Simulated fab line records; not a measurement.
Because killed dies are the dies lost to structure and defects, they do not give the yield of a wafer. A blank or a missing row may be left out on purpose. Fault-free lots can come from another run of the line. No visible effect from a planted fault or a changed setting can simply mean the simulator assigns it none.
The same fault as seen by 2 desks    flow n5-finfet    each desk has only its own numbers; what lay behind them comes last

THE DEFECT DESK
Counts from the inspections along the route, per lot, as means over the sampled wafers that have a number. Marked OUT: a lot whose mean sits more than 4 standard deviations from the usual mean, which makes it out of limits; the brackets give that distance.
Columns: A = raw-defect-count at N5_BEOL_M9_INSPECT_13, usual 398
lot   first seen here  A
L865  day 10 11:07     398
L866  day 10 16:08     342
L871  day 11 23:05     421
L869  day 11 23:16     330
L872  day 12 04:14     446
L873  day 12 04:31     391
L879  day 13 18:43     286
L880  day 14 03:58     364
L881  day 14 04:13     312
L883  day 14 22:38     433
L886  day 15 04:29     369
This desk's verdict: no lot among the 11 shows anything out of limits.

FOR THE TOOL OWNER'S DESK: rie-diel-06
The tool's own readings at N5_BEOL_M9_ETCH_61 (etches SiARC in CF4, target depth 39 nm, time 65 s): means of the sampled wafers that have a number, for each lot that ran on this tool. Marked OUT: a lot whose mean sits more than 4 standard deviations from the usual mean, which makes it out of limits; the brackets give that distance.
Columns: A = drypump-motor-current-A at N5_BEOL_M9_ETCH_61, usual 5.8 A; B = etch-rf-on-time-s at N5_BEOL_M9_ETCH_61, usual 64.5 s; C = oes-product-au at N5_BEOL_M9_ETCH_61, usual 0.68 a.u.; D = rf-fwd-power-W at N5_BEOL_M9_ETCH_61, usual 539.6 W; E = rf-vpp-V at N5_BEOL_M9_ETCH_61, usual 184.1 V; F = showerhead-plenum-p-Torr at N5_BEOL_M9_ETCH_61, usual 2.14 Torr; G = throttle-valve-pct at N5_BEOL_M9_ETCH_61, usual 15.65 %
lot   first seen here  A    B     C     D                E                 F     G
L866  day 10 16:11     5.9  65.4  0.70  537.8            184.1             2.16  15.63
L869  day 11 23:20     5.5  65.3  0.63  540.6            183.6             2.14  15.66
L872  day 12 05:20     5.5  71.5  0.61  494.9 (-19) OUT  189.8 (+5.7) OUT  2.14  15.67
L873  day 12 05:56     5.9  70.5  0.66  494.7 (-20) OUT  191.0 (+6.9) OUT  2.16  15.65
This desk finds L872, L873 out of limits, L872 being first, at day 12 05:20 (rf-fwd-power-W at N5_BEOL_M9_ETCH_61). L866, L869 stayed within limits.

BROUGHT TOGETHER
The tool owner's desk had the chance to raise an alarm at day 12 05:20 on L872, L873.
Nothing the defect desk looked at was out of limits.
The defect desk has L872, L873 on record, within its limits.
All the named lots went through N5_BEOL_M9_ETCH_61 on rie-diel-06.

WHAT THE SIMULATOR PUT IN
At N5_BEOL_M9_ETCH_61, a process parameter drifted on rie-diel-06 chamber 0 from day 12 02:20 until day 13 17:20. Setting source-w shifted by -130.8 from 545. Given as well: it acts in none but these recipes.
Struck lots among those shown: L872, L873.
Delay in hours, fault start to first out-of-limits reading, by desk: the tool owner's desk at 3.
